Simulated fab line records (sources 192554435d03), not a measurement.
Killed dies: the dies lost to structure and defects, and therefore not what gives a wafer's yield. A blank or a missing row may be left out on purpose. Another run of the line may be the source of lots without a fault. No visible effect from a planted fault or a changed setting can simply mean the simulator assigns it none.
Split-lot trial | flow n5Finfet | 7 lots, 21 wafers read, on a route of 1938 steps

ON THE SPLIT
At N5_BEOL_M4_COAT_67 (time 60 s, resist thk 60 nm), the setting spinRpm was moved away from the recipe's 1500 rpm on 6 of the 21 wafers read, by -7.9% to +6.9%. All remaining wafers had this setting at the recipe value.

FROM THE SPLIT TO THE READING: what the file shows between them, 11 steps
- N5_BEOL_M4_COAT_68: time 60 s, resist thk 12 nm (also split here: spinRpm)
- N5_BEOL_M4_COAT_76: time 60 s, resist thk 5 nm
- N5_BEOL_M4_COAT_22: resist thk 30 nm
- N5_BEOL_M4_DESCUM_33: chemistry O2, time 7 s
- N5_BEOL_M4_ETCH_77: etches underlayer in N2/H2, target depth 6.5 nm, time 5.2 s
- N5_BEOL_M4_ETCH_69: etches SiARC in CF4, target depth 15.6 nm, time 26 s
- N5_BEOL_M4_ALD_98: deposits SiO2, target thk 2.5 nm, pulse time 1 s, co reactant pulse time 1 s
- N5_BEOL_M4_ETCHBACK_99: etches SiO2 in CHF3, target depth 5 nm, time 10.4 s
- N5_BEOL_M4_ETCH_70: etches SOC in N2/H2, target depth 80 nm, overetch 24 nm, time 130 s
- N5_BEOL_M4_STRIP_71: strips in N2/H2
- N5_BEOL_M4_STRIP_78: strips in N2/H2

THE READING
SOC_of_BEOL_M4_COAT_67.thkNm (the simulator's own value, which no gauge read), in nm, at N5_BEOL_M4_VIA_ETCH_34 (etches the open film in C4F6/O2, target depth 69.4 nm, time 65.9 s). There is no usual value for it anywhere in the file. Here, 15 wafers ran the recipe; their average is 51.9 nm with a standard deviation of 0.18 nm.

wafer  | tool, chamber at the split | spinRpm as run, rpm | against the recipe | SOC_of_BEOL_M4_COAT_67.thkNm, nm | against lot-mates on the recipe
L076.2 | lithoTrack-03, 0           | 1500                | recipe             | 52                               | -
L076.3 | lithoTrack-03, 0           | 1500                | recipe             | 51.8                             | -
L076.6 | lithoTrack-03, 0           | 1500                | recipe             | 51.8                             | -
L084.1 | lithoTrack-04, 0           | 1500                | recipe             | 52.2                             | -
L084.5 | lithoTrack-04, 0           | 1381                | -7.9%              | 54.6                             | +2.4
L084.6 | lithoTrack-04, 0           | 1381                | -7.9%              | 54.4                             | +2.2
L088.1 | lithoTrack-01, 0           | 1500                | recipe             | 52.2                             | -
L088.4 | lithoTrack-01, 0           | 1389                | -7.4%              | 54.4                             | +2.3
L088.5 | lithoTrack-01, 0           | 1500                | recipe             | 52                               | -
L089.2 | lithoTrack-04, 0           | 1500                | recipe             | 52                               | -
L089.6 | lithoTrack-04, 0           | 1500                | recipe             | 52                               | -
L089.5 | lithoTrack-04, 0           | 1500                | recipe             | 51.6                             | -
L090.3 | lithoTrack-04, 0           | 1604                | +6.9%              | 49.8                             | -1.9
L090.5 | lithoTrack-04, 0           | 1500                | recipe             | 51.8                             | -
L090.6 | lithoTrack-04, 0           | 1500                | recipe             | 51.6                             | -
L093.2 | lithoTrack-01, 0           | 1500                | recipe             | 52                               | -
L093.4 | lithoTrack-01, 0           | 1500                | recipe             | 51.8                             | -
L093.5 | lithoTrack-01, 0           | 1500                | recipe             | 51.8                             | -
L094.2 | lithoTrack-03, 0           | 1420                | -5.3%              | 53.4                             | +1.6
L094.6 | lithoTrack-03, 0           | 1420                | -5.3%              | 53.4                             | +1.6
L094.4 | lithoTrack-03, 0           | 1500                | recipe             | 51.8                             | -

THE FIT
A straight line over all 21 wafers: SOC_of_BEOL_M4_COAT_67.thkNm changes by -0.316 nm for each +1% of spinRpm; r = -0.99; the points scatter about the line by 0.18 nm.
The same after taking each lot's own level away (the mean of its wafers on the recipe; 21 wafers): -0.292 nm for each +1%; r = -0.99; scatter 0.12 nm.
The reading moves by 2.3 nm for the largest change in spinRpm, on that fit.
The span of the lots' own levels, 51.70 to 52.20 nm, comes to 2.8 times the standard deviation stated above.
Consequently the slope shifts little with the lot-to-lot level, the two slopes agreeing.
Check: for one of the wafers moved furthest among these (-7.9%), held out of the fit, the line's prediction against its lot-mates is +2.31 nm. It came out at +2.4 nm against them.

THE OTHER SPLITS THESE WAFERS WENT THROUGH
These wafers also went through other splits before the reading. Each is held against what the fit with the lots' levels taken away leaves over:
other split on the same wafers | wafers away from the commonest value | r with SOC_of_BEOL_M4_COAT_67.thkNm (lot level and that fit taken away)
N5_BEOL_M3_EXPOSE_08 doseMj    | 12                                   | -0.11
N5_BEOL_M4_COAT_68 spinRpm     | 6                                    | +0.00

THE WHOLE CHAIN: every reading that the file lists as answering this split, in the file's order
step                   | what it does                                                        | reading                                                                       | change (the file's fit)               | r (the file's)
N5_BEOL_M4_COAT_67     | time 60 s, resist thk 60 nm                                         | SOC_of_BEOL_M4_COAT_67.thkNm (the simulator's own value, which no gauge read) | -0.311 nm for each +1% of the setting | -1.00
N5_BEOL_M4_ETCH_70     | etches SOC in N2/H2, target depth 80 nm, overetch 24 nm, time 130 s | etch.depthNm (the simulator's own value, which no gauge read)                 | -0.31 nm for each +1% of the setting  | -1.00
N5_BEOL_M4_VIA_ETCH_34 | etches the open film in C4F6/O2, target depth 69.4 nm, time 65.9 s  | SOC_of_BEOL_M4_COAT_67.thkNm (the simulator's own value, which no gauge read) | -0.293 nm for each +1% of the setting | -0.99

FILE'S OWN FIT
SOC_of_BEOL_M4_COAT_67.thkNm changes by -0.293 nm for each +1% of spinRpm, r = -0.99.
